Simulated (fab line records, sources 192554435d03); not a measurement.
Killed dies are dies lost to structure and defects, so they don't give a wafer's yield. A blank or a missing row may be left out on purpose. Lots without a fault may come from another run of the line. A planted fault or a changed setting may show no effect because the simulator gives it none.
fab line records | flow n5_finfet | part 2 of 2: steps 5 to 6 of 6
record lots=22 wafers=66 last_day=17
route steps=1938 shown BEOL_M8@1369 BEOL_M9@1404
lots that met no fault: from a run of the same line without faults
start_h: hours from the record's first day to the start of the lot's first wafer shown | wait_h: hours since the lot's step before | " the same as in the row above | L1.1+2: a row that stands for several wafers | - no value, or no start given | * or withheld: withheld | < > ~ a bound
route shown NAME@n: a module of which the file shows steps, and the number in the route of the first | usual: mean/standard deviation of fault-free wafers | same: alike in all rows | chamber/n: place in a boat | sites: the reading at each site | _std_site: their standard deviation | _edge_site: outer sites' mean less inner sites' | radius_mm: how far each site lies from the wafer's centre | mask NAME#n: copy n | behind: the tool/chamber that last shaped the wafer | hold: why the lot was held/for how many hours/how that ended | device: the transistor (n, p or np) that didn't switch | end of line: the same wafers' tests at the end of the route | a step without rows: its recipe alone | killed: dies lost to structure and defects at the first sort, not the wafer's yield | map: a wafer's dies, x killed, . not, _ none there
set.NAME: the setting as run; set.NAME@STEP: as run at that earlier step | model.NAME: the simulator's own value behind a step, which no gauge read
steps of the route over a sample of lots; a table a step, a row a wafer
services: from which hour (start_h, from the record's first day; less than 0 if before it) a tool's chamber was out of use, for how many hours, and why
## steps
# step N5_BEOL_M9_PECVD_70
# recipe material=SiO2 target_thk_a=200 temp_c=400 precursor=TEOS/O2 pressure_torr=5.5 rf_w=450 teos_flow_sccm=53.8 gas=O2 flow_sccm=3000 time_s=22.7
# usual chamber_pressure_Torr=5.502/0.013 heater_power_w=667/64 rf_fwd_power_W=444.6/1.7 showerhead_plenum_p_Torr=8.78/0.042 throttle_valve_pct=23.3/1.2
# columns lot.wafer tool chamber start_h wait_h chamber_pressure_Torr heater_power_w rf_fwd_power_W showerhead_plenum_p_Torr throttle_valve_pct
L074.4 pecvd-04 1 192.23 0.1 5.513 686 447.0 8.76 23.5
L074.5 " 1 " " 5.503 666 445.0 8.75 23.7
L074.6 " 0 " " 5.482 605 445.2 8.82 23.6
L075.1 pecvd-04 1 209.47 0.0 5.500 728 448.2 8.75 23.6
L075.3 " 0 " " 5.499 660 443.8 8.83 23.8
L075.6 " 1 " " 5.522 709 446.0 8.75 23.9
L076.1 pecvd-04 0 219.45 0.0 5.492 672 443.5 8.83 23.7
L076.3 " 1 " " 5.492 762 445.3 8.77 23.8
L076.5 " 1 " " 5.518 758 444.3 8.74 23.7
L077.1 pecvd-04 1 220.52 0.0 5.511 700 445.1 8.76 23.7
L077.2 " 0 " " 5.484 536 446.2 8.82 23.9
L077.5 " 0 " " 5.496 548 442.8 8.81 23.7
L078.1 pecvd-02 0 234.42 0.0 5.520 619 441.9 8.65 23.9
L078.3 " 1 " " 5.496 655 443.9 8.83 24.7
L078.5 " 0 " " 5.512 642 441.4 8.69 23.9
L080.1 pecvd-04 1 237.35 0.0 5.499 759 445.5 8.74 23.9
L080.4 " 1 " " 5.499 756 446.6 8.75 23.9
L080.6 " 2 " " 5.491 582 446.7 8.80 20.6
L079.2 pecvd-04 0 238.81 0.0 5.486 606 442.2 8.81 23.8
L079.4 " 0 " " 5.488 587 443.1 8.82 23.8
L079.5 " 2 " " 5.495 609 446.4 8.79 20.6
L081.3 pecvd-02 2 241.28 0.0 5.513 645 444.0 8.70 22.6
L081.4 " 0 " " 5.522 658 443.8 8.68 23.8
L081.5 " 1 " " 5.509 680 445.6 8.83 24.8
L083.3 pecvd-02 0 263.55 0.0 5.500 694 441.9 8.67 23.9
L083.4 " 0 " " 5.493 685 441.9 8.66 23.8
L083.5 " 2 " " 5.493 675 444.2 8.71 23.0
L084.4 pecvd-01 1 265.57 0.1 5.494 788 446.2 8.80 24.3
L084.5 " 2 " " 5.532 615 443.7 8.78 22.6
L084.6 " 0 " " 5.497 654 445.7 8.82 22.8
L085.2 pecvd-04 2 265.72 0.0 5.485 689 442.2 8.81 21.0
L085.4 " 1 " " 5.511 791 446.1 8.75 23.7
L085.5 " 2 " " 5.492 699 443.7 8.79 20.8
L087.1 pecvd-01 1 271.01 0.0 5.485 669 446.2 8.82 24.5
L087.2 " 2 " " 5.516 704 446.2 8.76 22.7
L087.3 " 0 " " 5.488 663 444.2 8.82 22.7
L088.1 pecvd-04 1 294.66 0.0 5.505 757 443.2 8.75 23.7
L088.4 " 1 " " 5.498 745 444.0 8.79 23.8
L088.5 " 2 " " 5.514 651 446.8 8.81 20.8
L089.1 pecvd-01 0 296.04 0.0 5.512 590 443.0 8.82 22.5
L089.3 " 1 " " 5.499 752 447.5 8.80 24.6
L089.6 " 2 " " 5.497 602 444.6 8.78 22.8
L090.3 pecvd-04 2 301.59 0.0 5.513 671 446.3 8.80 20.8
L090.4 " 0 " " 5.507 557 444.6 8.81 24.1
L090.6 " 1 " " 5.532 764 448.0 8.76 24.0
L091.1 pecvd-04 1 317.54 0.0 5.484 748 445.8 8.73 24.0
L091.2 " 2 " " 5.509 603 444.7 8.77 21.2
L091.6 " 0 " " 5.494 652 445.5 8.84 24.3
L092.1 pecvd-04 1 326.76 0.0 5.503 778 445.1 8.78 23.9
L092.2 " 2 " " 5.481 569 446.7 8.79 20.9
L092.3 " 0 " " 5.495 598 442.4 8.83 24.1
L095.1 pecvd-01 1 334.30 0.0 5.515 693 445.1 8.82 24.3
L095.4 " 1 " " 5.499 686 443.7 8.82 24.4
L095.5 " 0 " " 5.513 640 444.1 8.83 22.9
L093.3 pecvd-02 0 336.22 0.0 5.517 680 442.8 8.71 23.8
L093.4 " 2 " " 5.510 657 445.6 8.72 23.1
L093.6 " 0 " " 5.512 671 442.2 8.68 23.8
L097.2 pecvd-01 1 336.61 0.0 5.492 758 442.7 8.79 24.6
L097.3 " 0 " " 5.492 689 441.2 8.83 22.8
L097.6 " 2 " " 5.492 653 445.1 8.76 22.9
L094.1 pecvd-04 2 343.30 0.0 5.492 616 446.0 8.79 20.9
L094.4 " 0 " " 5.475 681 444.6 8.81 24.0
L094.6 " 1 " " 5.506 692 446.9 8.75 23.7
L096.3 pecvd-01 2 350.43 0.0 5.492 588 443.1 8.81 22.6
L096.4 " 0 " " 5.500 674 444.6 8.81 22.9
L096.6 " 2 " " 5.486 566 445.6 8.77 22.9
# step N5_BEOL_M9_DESCUM_16
# recipe chemistry=O2 time_s=7.9 source_power_w=50 bias_power_w=20 pressure_mtorr=20 rf_frequency_hz=2.712e+07 temp_c=40 resist=CAR-ArF o2_flow_sccm=225
# usual drypump_motor_current_A=5.7/0.48 oes_product_au=0.80/0.088 rf_fwd_power_W=49.34/0.22 rf_vpp_V=242.7/1.2 showerhead_plenum_p_Torr=2.07/0.06 throttle_valve_pct=20.34/0.14
# columns lot.wafer tool chamber start_h wait_h drypump_motor_current_A oes_product_au rf_fwd_power_W rf_hours_counter_h rf_vpp_V showerhead_plenum_p_Torr throttle_valve_pct
L074.4 rie_diel-02 1 193.49 0.0 6.1 0.97 49.34 7 243.3 2.05 20.24
L074.5 " 1 " " 6.1 0.96 49.35 - 243.6 2.05 20.26
L074.6 " 2 " " 6.0 0.94 49.58 - 242.8 2.06 20.42
L075.1 rie_diel-02 3 210.14 0.0 5.6 0.69 49.20 216 243.2 2.16 20.47
L075.3 " 1 " " 6.0 0.95 49.21 13 241.9 2.05 20.28
L075.6 " 2 " " 6.0 0.93 49.71 - 242.6 2.06 20.44
L076.1 rie_diel-06 3 221.55 0.7 5.9 0.83 49.21 66 242.0 2.04 20.22
L076.3 " 2 " " 5.7 0.69 49.57 232 242.9 2.06 20.21
L076.5 " 2 " " 5.7 0.69 49.43 - 243.1 2.07 20.24
L077.1 rie_diel-06 2 222.40 0.5 5.7 0.68 49.50 232 243.1 2.06 20.24
L077.2 " 3 " " 5.9 0.84 49.25 67 240.7 2.04 20.22
L077.5 " 2 " " 5.7 0.69 49.44 - 242.3 2.06 20.23
L078.1 rie_diel-02 0 235.99 0.0 5.9 0.70 49.10 233 243.3 2.06 20.49
L078.3 " 3 " " 5.6 0.68 49.58 220 245.0 2.16 20.47
L078.5 " 3 " " 5.6 0.69 49.72 - 243.5 2.16 20.48
L080.1 rie_diel-01 2 239.85 0.0 4.9 0.80 49.48 92 242.5 2.04 20.28
L080.4 " 1 " " 5.8 0.74 49.70 168 241.1 2.00 20.16
L080.6 " 2 " " 5.0 0.80 49.08 - 241.4 2.04 20.28
L079.2 rie_diel-02 1 240.55 0.0 6.0 0.93 49.28 18 242.8 2.04 20.26
L079.4 " 0 " " 5.9 0.70 49.19 - 243.0 2.06 20.50
L079.5 " 2 " " 6.0 0.91 49.58 - 242.7 2.05 20.45
L081.3 rie_diel-06 2 242.41 0.0 5.6 0.67 49.30 239 243.1 2.06 20.23
L081.4 " 1 " " 6.6 0.85 48.95 66 244.4 2.20 20.40
L081.5 " 1 " " 6.6 0.86 49.10 - 243.2 2.20 20.41
L083.3 rie_diel-01 1 266.42 0.0 5.8 0.73 49.58 176 241.5 2.00 20.17
L083.4 " 2 " " 5.0 0.78 49.58 101 241.3 2.03 20.30
L083.5 " 2 " " 4.9 0.78 49.39 - 242.6 2.03 20.28
L084.4 rie_diel-06 2 268.29 0.0 5.6 0.68 49.35 247 241.7 2.06 20.25
L084.5 " 0 " " 5.8 0.89 49.52 - 244.5 2.05 20.24
L084.6 " 1 " " 6.6 0.85 49.35 - 244.1 2.20 20.41
L085.2 rie_diel-01 1 268.54 0.1 5.8 0.73 49.39 177 243.1 2.00 20.16
L085.4 " 2 " " 4.9 0.79 49.37 102 241.9 2.03 20.29
L085.5 " 1 " " 5.8 0.73 49.37 - 242.7 2.00 20.16
L087.1 rie_diel-02 0 272.69 0.2 6.0 0.70 49.19 247 241.7 2.06 20.53
L087.2 " 1 " " 6.1 0.90 49.41 28 241.9 2.04 20.30
L087.3 " 2 " " 6.0 0.90 49.44 39 241.7 2.05 20.46
L088.1 rie_diel-06 1 295.53 0.0 6.6 0.84 49.25 78 244.7 2.20 20.41
L088.4 " 3 " " 5.9 0.82 49.25 86 241.2 2.03 20.25
L088.5 " 0 " " 5.8 0.89 49.51 - 242.5 2.05 20.24
L089.1 rie_diel-01 3 299.00 0.3 4.7 0.79 49.62 130 243.3 2.02 20.31
L089.3 " 1 " " 5.8 0.73 49.42 190 240.2 1.99 20.19
L089.6 " 1 " " 5.8 0.71 49.41 - 242.8 1.99 20.18
L090.3 rie_diel-02 1 302.62 0.0 6.0 0.90 49.27 41 242.0 2.04 20.28
L090.4 " 2 " " 6.0 0.88 49.52 - 241.6 2.05 20.47
L090.6 " 1 " " 6.0 0.89 49.41 - 242.8 2.04 20.30
L091.1 rie_diel-06 1 318.81 0.0 6.6 0.84 49.29 85 245.1 2.20 20.45
L091.2 " 0 " " 5.8 0.87 49.08 55 243.9 2.05 20.26
L091.6 " 3 " " 5.9 0.79 49.32 - 242.7 2.03 20.27
L092.1 rie_diel-01 0 329.14 1.0 5.7 0.71 48.99 198 243.1 2.16 20.64
L092.2 " 3 " " 4.7 0.77 49.63 140 241.8 2.01 20.32
L092.3 " 2 " " 5.0 0.77 49.55 117 240.8 2.03 20.32
L095.1 rie_diel-06 1 337.31 0.0 6.6 0.82 48.95 92 244.5 2.19 20.45
L095.4 " 3 " " 5.9 0.78 49.34 - 242.7 2.03 20.28
L095.5 " 0 " " 5.8 0.87 49.09 - 242.9 2.05 20.26
L093.3 rie_diel-01 1 337.47 0.2 5.7 0.71 49.71 202 240.9 1.99 20.21
L093.4 " 0 " " 5.7 0.70 48.74 201 243.6 2.16 20.63
L093.6 " 0 " " 5.7 0.70 48.85 - 244.0 2.16 20.66
L097.2 rie_diel-02 1 337.51 0.0 6.0 0.87 49.43 51 241.9 2.03 20.32
L097.3 " 2 " " 6.0 0.86 49.50 62 242.4 2.04 20.49
L097.6 " 0 " " 5.9 0.97 49.23 - 242.1 2.05 20.14
L094.1 rie_diel-01 1 344.84 0.2 5.8 0.70 49.35 204 241.7 1.99 20.21
L094.4 " 0 " " 5.7 0.70 48.92 203 244.9 2.16 20.65
L094.6 " 2 " " 5.0 0.76 49.32 - 242.3 2.03 20.31
L096.3 rie_diel-06 2 352.72 0.0 5.6 0.91 49.26 8 241.2 2.05 19.87
L096.4 " 0 " " 5.8 0.86 49.26 67 242.4 2.05 20.28
L096.6 " 1 " " 6.6 0.82 48.99 - 244.6 2.19 20.45
## services
# columns tool chamber start_h hours kind
pecvd-01 - 166.23 6.0 pm
pecvd-04 0 173.37 10.2 repair
pecvd-01 - 176.61 1.2 repair
pecvd-04 2 190.12 32.7 repair
rie_diel-02 - 215.56 14.6 pm
rie_diel-05 0 219.57 8.4 repair
rie_diel-01 - 231.04 0.4 repair
rie_diel-05 2 241.26 2.6 repair
pecvd-04 - 249.40 0.3 repair
rie_diel-05 0 255.58 11.1 repair
rie_diel-04 0 266.18 6.3 repair
pecvd-02 - 274.24 0.2 repair
rie_diel-06 - 276.05 14.6 pm
pecvd-01 1 277.97 7.5 repair
rie_diel-02 - 279.98 0.2 repair
pecvd-04 - 292.55 1.2 repair
rie_diel-05 - 299.94 2.8 pm
rie_diel-06 2 307.59 1.2 repair
rie_diel-02 0 316.35 5.3 repair
pvd_sputter-02 - 317.00 6.5 repair
rie_diel-03 - 321.59 0.2 repair
rie_diel-03 3 327.58 11.6 repair
rie_diel-04 1 328.03 7.2 repair
rie_diel-06 2 335.32 3.3 repair
